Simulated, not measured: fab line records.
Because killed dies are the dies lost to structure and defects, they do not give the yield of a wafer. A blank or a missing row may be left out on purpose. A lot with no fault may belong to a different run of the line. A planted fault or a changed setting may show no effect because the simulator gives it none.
Matching of chambers	flow nand_harc	NHARC_A_WL_FILL_ETCHBACK_26 on rie_si-04 has 4 sister chambers
The step etches the open film in HBr, target depth 52 nm, time 13.3 s. 8 wafers are shown with their chamber, then 9 later ones without.

## WAFERS PAIRED WITH THEIR CHAMBERS
wafer	chamber	drypump_motor_current_A (A)	bias_w (W)
L079.3	1	6.1	60.23
L080.3	0	5.8	60.01
L084.1	1	6.2	60.07
L084.5	2	6.3	59.95
L084.6	3	5.3	60.24
L086.1	3	5.3	60.14
L086.3	2	6.3	60.26
L086.5	0	5.8	59.92

## WAFERS WITHOUT THEIR CHAMBER
wafer	drypump_motor_current_A (A)	bias_w (W)
L085.2	6.3	59.99
L085.5	6.3	60.05
L085.6	6.2	59.82
L094.1	6.3	59.99
L094.3	6.2	60.19
L094.6	5.3	60.04
L096.1	5.3	59.66
L096.2	6.3	60.10
L096.3	5.8	60.00

## THE CHAMBER EACH PASSED THROUGH
wafer	from the rows above	in truth
L085.2	2	2
L085.5	2	2
L085.6	can't be placed: 1 or 2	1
L094.1	2	2
L094.3	can't be placed: 1 or 2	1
L094.6	3	3
L096.1	3	3
L096.2	2	2
L096.3	0	0
Correctly placed: 7 of 9. From these rows, 2 cannot be placed; in 2 the true chamber is one of the candidates. Wrongly placed: 0.
How it was worked out, from the rows above alone: a wafer's distance from a chamber is the root of the sum, over the readings, of the square of ((its reading less the chamber's mean) divided by the reading's scatter). The wafer belongs to the nearest chamber; if the next one is less than 2 further off, it can't be placed. A chamber's mean is the mean of its shown wafers. The scatter: take each reading less its chamber's mean, square it, sum over the shown wafers, divide by the number of wafers less the number of chambers, and take the root.
